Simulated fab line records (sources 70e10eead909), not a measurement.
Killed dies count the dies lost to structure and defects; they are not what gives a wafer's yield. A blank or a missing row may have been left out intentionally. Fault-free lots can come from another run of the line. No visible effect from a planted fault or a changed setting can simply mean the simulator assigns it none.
Which of the tools did it? || flow nandHarc || 12 lots with 36 wafers sampled at 6 steps, on a route of 1302 steps

WHAT THE GAUGES READ, wafer by wafer
NHARC_A_CONTACT_CD_MEAS_15. Usual: cdNm 190.1 nm, standard deviation 0.53.
{"lot": "L405", "measured": "day 21 12:53", "on": "cdSem-01", "cdNm (nm)": "189.8 189.9 188.8", "flag": ""}
{"lot": "L406", "measured": "day 21 19:58", "on": "cdSem-02", "cdNm (nm)": "189.1 188.8 189.9", "flag": ""}
{"lot": "L407", "measured": "day 22 11:41", "on": "cdSem-02", "cdNm (nm)": "191.0 189.9 191.0", "flag": ""}
{"lot": "L409", "measured": "day 22 13:02", "on": "cdSem-01", "cdNm (nm)": "189.9 190.4 190.2", "flag": ""}
{"lot": "L408", "measured": "day 23 16:49", "on": "cdSem-02", "cdNm (nm)": "190.2 190.8 190.8", "flag": ""}
{"lot": "L411", "measured": "day 23 21:35", "on": "cdSem-02", "cdNm (nm)": "190.3 190.4 190.0", "flag": ""}
{"lot": "L410", "measured": "day 23 21:54", "on": "cdSem-02", "cdNm (nm)": "189.9 190.3 190.2", "flag": ""}
{"lot": "L415", "measured": "day 25 19:50", "on": "cdSem-01", "cdNm (nm)": "189.3 189.2 190.1", "flag": ""}
{"lot": "L418", "measured": "day 26 18:01", "on": "cdSem-03", "cdNm (nm)": "191.3 190.3 190.8", "flag": ""}
{"lot": "L419", "measured": "day 26 23:46", "on": "cdSem-03", "cdNm (nm)": "189.5 189.9 189.7", "flag": ""}
{"lot": "L423", "measured": "day 28 16:52", "on": "cdSem-03", "cdNm (nm)": "190.0 190.3 190.3", "flag": ""}
{"lot": "L422", "measured": "day 28 19:07", "on": "cdSem-02", "cdNm (nm)": "190.4 190.5 190.2", "flag": ""}

NHARC_A_BLC_CD_MEAS_10: the cd target is 100 nm. Usual: cdNm 99.8 nm, standard deviation 0.62.
{"lot": "L405", "measured": "day 21 16:25", "on": "cdSem-01", "cdNm (nm)": "99.8 100.5 100.4", "flag": ""}
{"lot": "L406", "measured": "day 21 22:47", "on": "cdSem-03", "cdNm (nm)": "99.8 100.3 99.7", "flag": ""}
{"lot": "L407", "measured": "day 22 14:38", "on": "cdSem-01", "cdNm (nm)": "99.2 100.1 100.3", "flag": ""}
{"lot": "L409", "measured": "day 22 15:50", "on": "cdSem-02", "cdNm (nm)": "99.0 99.6 99.7", "flag": ""}
{"lot": "L408", "measured": "day 23 19:40", "on": "cdSem-02", "cdNm (nm)": "99.1 98.9 99.5", "flag": ""}
{"lot": "L411", "measured": "day 24 00:34", "on": "cdSem-03", "cdNm (nm)": "99.6 100.3 100.1", "flag": ""}
{"lot": "L410", "measured": "day 24 00:55", "on": "cdSem-02", "cdNm (nm)": "99.1 99.0 99.0", "flag": ""}
{"lot": "L415", "measured": "day 25 22:40", "on": "cdSem-03", "cdNm (nm)": "107.8 107.5 108.0", "flag": "OFF"}
{"lot": "L418", "measured": "day 26 21:05", "on": "cdSem-02", "cdNm (nm)": "101.2 100.2 100.3", "flag": ""}
{"lot": "L419", "measured": "day 27 02:42", "on": "cdSem-01", "cdNm (nm)": "100.7 99.8 100.8", "flag": ""}
{"lot": "L423", "measured": "day 28 19:40", "on": "cdSem-02", "cdNm (nm)": "99.5 101.4 100.2", "flag": ""}
{"lot": "L422", "measured": "day 28 21:56", "on": "cdSem-02", "cdNm (nm)": "100.4 101.1 100.0", "flag": ""}

NHARC_END_SORT_01. Usual: killedAtArray 62, standard deviation 18; killedAtOther 0.9, standard deviation 1.2; killedAtPeriphery 4.2, standard deviation 2.9; killedDies 67, standard deviation 17; killedOpen 3.6, standard deviation 1.9; killedShort 2.5, standard deviation 1.6.
{"lot": "L415", "measured": "day 27 23:34", "on": "prober-02", "killedAtArray": "74 77 74", "killedAtOther": "0 0 0", "killedAtPeriphery": "1 1 1", "killedDies": "75 78 75", "killedOpen": "4 1 3", "killedShort": "1 5 2", "flag": ""}

WHAT TOOL EACH LOT RAN ON (gives the tool, then ch and the chambers of the sampled wafers, and finally the start)
{"lot": "L405", "NHARC_A_CONTACT_ETCH_136": "harCapEtch-02 ch 0,1, day 21 11:19", "NHARC_A_CONTACT_ETCH_92": "rieDiel-02 ch 0,1,2, day 21 12:41", "NHARC_A_BLC_PEB_08": "lithoTrack-04 ch 0, day 21 16:20"}
{"lot": "L406", "NHARC_A_CONTACT_ETCH_136": "harCapEtch-02 ch 0,1, day 21 18:22", "NHARC_A_CONTACT_ETCH_92": "rieDiel-02 ch 0,1,2, day 21 19:41", "NHARC_A_BLC_PEB_08": "lithoTrack-06 ch 0, day 21 22:42"}
{"lot": "L407", "NHARC_A_CONTACT_ETCH_136": "harCapEtch-02 ch 0,1, day 22 10:08", "NHARC_A_CONTACT_ETCH_92": "rieDiel-02 ch 1,3, day 22 11:29", "NHARC_A_BLC_PEB_08": "lithoTrack-04 ch 0, day 22 14:33"}
{"lot": "L409", "NHARC_A_CONTACT_ETCH_136": "harCapEtch-01 ch 0,1, day 22 11:29", "NHARC_A_CONTACT_ETCH_92": "rieDiel-02 ch 1,3, day 22 12:50", "NHARC_A_BLC_PEB_08": "lithoTrack-01 ch 0, day 22 15:46"}
{"lot": "L408", "NHARC_A_CONTACT_ETCH_136": "harCapEtch-03 ch 0,1, day 23 15:19", "NHARC_A_CONTACT_ETCH_92": "rieDiel-02 ch 0,1,3, day 23 16:38", "NHARC_A_BLC_PEB_08": "lithoTrack-01 ch 0, day 23 19:34"}
{"lot": "L411", "NHARC_A_CONTACT_ETCH_136": "harCapEtch-02 ch 0,1, day 23 20:00", "NHARC_A_CONTACT_ETCH_92": "rieDiel-01 ch 1,2, day 23 21:22", "NHARC_A_BLC_PEB_08": "lithoTrack-06 ch 0, day 24 00:29"}
{"lot": "L410", "NHARC_A_CONTACT_ETCH_136": "harCapEtch-01 ch 1, day 23 20:21", "NHARC_A_CONTACT_ETCH_92": "rieDiel-07 ch 0,1,2, day 23 21:41", "NHARC_A_BLC_PEB_08": "lithoTrack-01 ch 0, day 24 00:50"}
{"lot": "L415", "NHARC_A_CONTACT_ETCH_136": "harCapEtch-02 ch 0,1, day 25 18:14", "NHARC_A_CONTACT_ETCH_92": "rieDiel-07 ch 1,2,3, day 25 19:37", "NHARC_A_BLC_PEB_08": "lithoTrack-01 ch 0, day 25 22:35"}
{"lot": "L418", "NHARC_A_CONTACT_ETCH_136": "harCapEtch-01 ch 0,1, day 26 16:08", "NHARC_A_CONTACT_ETCH_92": "rieDiel-07 ch 0,1,3, day 26 17:31", "NHARC_A_BLC_PEB_08": "lithoTrack-04 ch 0, day 26 21:01"}
{"lot": "L419", "NHARC_A_CONTACT_ETCH_136": "harCapEtch-02 ch 0, day 26 22:13", "NHARC_A_CONTACT_ETCH_92": "rieDiel-01 ch 0,1, day 26 23:32", "NHARC_A_BLC_PEB_08": "lithoTrack-06 ch 0, day 27 02:37"}
{"lot": "L423", "NHARC_A_CONTACT_ETCH_136": "harCapEtch-01 ch 0,1, day 28 15:24", "NHARC_A_CONTACT_ETCH_92": "rieDiel-07 ch 0,2,3, day 28 16:41", "NHARC_A_BLC_PEB_08": "lithoTrack-04 ch 0, day 28 19:35"}
{"lot": "L422", "NHARC_A_CONTACT_ETCH_136": "harCapEtch-02 ch 0,1, day 28 17:32", "NHARC_A_CONTACT_ETCH_92": "rieDiel-07 ch 0,1,3, day 28 18:57", "NHARC_A_BLC_PEB_08": "lithoTrack-06 ch 0, day 28 21:51"}
- NHARC_A_CONTACT_ETCH_136: etches the open film in C4F8/O2/Ar, time 311 s, target depth 1912 nm.
- NHARC_A_CONTACT_ETCH_92: etches the open film in CH3F/O2, target depth 40 nm, time 85.7 s.
- NHARC_A_BLC_PEB_08: peb time 65 s.

WHAT THE TOOLS THEMSELVES READ (means of the sampled wafers that have a number; where no wafer has one, the mark that the record gives instead)
NHARC_A_CONTACT_ETCH_92. Usual: drypumpMotorCurrentA 5.6 A, standard deviation 0.48; oesProductAu 0.930 a.u., standard deviation 0.012; rfVppV 243.8 V, standard deviation 1.7; showerheadPlenumPTorr 2.42 Torr, standard deviation 0.11; throttleValvePct 20.662 %, standard deviation 0.0099.
{"lot": "L405", "tool": "rieDiel-02", "drypumpMotorCurrentA (A)": 5.8, "oesProductAu (a.u.)": 0.931, "rfVppV (V)": 242.0, "showerheadPlenumPTorr (Torr)": 2.34, "throttleValvePct (%)": 20.661, "flag": ""}
{"lot": "L406", "tool": "rieDiel-02", "drypumpMotorCurrentA (A)": 5.8, "oesProductAu (a.u.)": 0.927, "rfVppV (V)": 242.5, "showerheadPlenumPTorr (Torr)": 2.34, "throttleValvePct (%)": 20.649, "flag": ""}
{"lot": "L407", "tool": "rieDiel-02", "drypumpMotorCurrentA (A)": 6.1, "oesProductAu (a.u.)": 0.936, "rfVppV (V)": 243.4, "showerheadPlenumPTorr (Torr)": 2.37, "throttleValvePct (%)": 20.668, "flag": ""}
{"lot": "L409", "tool": "rieDiel-02", "drypumpMotorCurrentA (A)": 6.0, "oesProductAu (a.u.)": 0.921, "rfVppV (V)": 243.8, "showerheadPlenumPTorr (Torr)": 2.38, "throttleValvePct (%)": 20.668, "flag": ""}
{"lot": "L408", "tool": "rieDiel-02", "drypumpMotorCurrentA (A)": 5.9, "oesProductAu (a.u.)": 0.925, "rfVppV (V)": 243.2, "showerheadPlenumPTorr (Torr)": 2.34, "throttleValvePct (%)": 20.668, "flag": ""}
{"lot": "L411", "tool": "rieDiel-01", "drypumpMotorCurrentA (A)": 5.8, "oesProductAu (a.u.)": 0.935, "rfVppV (V)": 247.5, "showerheadPlenumPTorr (Torr)": 2.63, "throttleValvePct (%)": 20.657, "flag": ""}
{"lot": "L410", "tool": "rieDiel-07", "drypumpMotorCurrentA (A)": 5.5, "oesProductAu (a.u.)": 0.930, "rfVppV (V)": 245.5, "showerheadPlenumPTorr (Torr)": 2.55, "throttleValvePct (%)": 20.654, "flag": ""}
{"lot": "L415", "tool": "rieDiel-07", "drypumpMotorCurrentA (A)": 5.5, "oesProductAu (a.u.)": 0.932, "rfVppV (V)": 245.1, "showerheadPlenumPTorr (Torr)": 2.49, "throttleValvePct (%)": 20.661, "flag": ""}
{"lot": "L418", "tool": "rieDiel-07", "drypumpMotorCurrentA (A)": 5.1, "oesProductAu (a.u.)": 0.922, "rfVppV (V)": 244.7, "showerheadPlenumPTorr (Torr)": 2.48, "throttleValvePct (%)": 20.671, "flag": ""}
{"lot": "L419", "tool": "rieDiel-01", "drypumpMotorCurrentA (A)": 5.5, "oesProductAu (a.u.)": 0.936, "rfVppV (V)": 245.1, "showerheadPlenumPTorr (Torr)": 2.56, "throttleValvePct (%)": 20.653, "flag": ""}
{"lot": "L423", "tool": "rieDiel-07", "drypumpMotorCurrentA (A)": 5.2, "oesProductAu (a.u.)": 0.927, "rfVppV (V)": 243.1, "showerheadPlenumPTorr (Torr)": 2.45, "throttleValvePct (%)": 20.660, "flag": ""}
{"lot": "L422", "tool": "rieDiel-07", "drypumpMotorCurrentA (A)": 5.1, "oesProductAu (a.u.)": 0.934, "rfVppV (V)": 245.4, "showerheadPlenumPTorr (Torr)": 2.48, "throttleValvePct (%)": 20.656, "flag": ""}

THE ANSWER, worked out from the rows above alone
Rule: take the mean of a lot's wafers that have a number; if it is more than 3 standard deviations from the usual mean, the lot is off. Also off: a lot with no number at a reading for which 4 or more lots have one. The other lots that the step has rows for count as sound. First the gauges in route order, then the tools' own readings, where a lot's mean is used as printed above. The first step at which some lot is off is used, and at that step the reading that is off furthest; a lot without a number counts as furthest.
Off: L415 (NHARC_A_BLC_CD_MEAS_10, cdNm).
A tool fits if, at a process step before that reading, it ran every lot that is off, and no sound lot after the first of them. Gauges at NHARC_A_BLC_CD_MEAS_10: tried the same way as those tools. Can't be told from this: 2 tools fit, lithoTrack-01 at NHARC_A_BLC_PEB_08, cdSem-03 at NHARC_A_BLC_CD_MEAS_10.

WHAT HAD BEEN PUT IN BY THE SIMULATOR
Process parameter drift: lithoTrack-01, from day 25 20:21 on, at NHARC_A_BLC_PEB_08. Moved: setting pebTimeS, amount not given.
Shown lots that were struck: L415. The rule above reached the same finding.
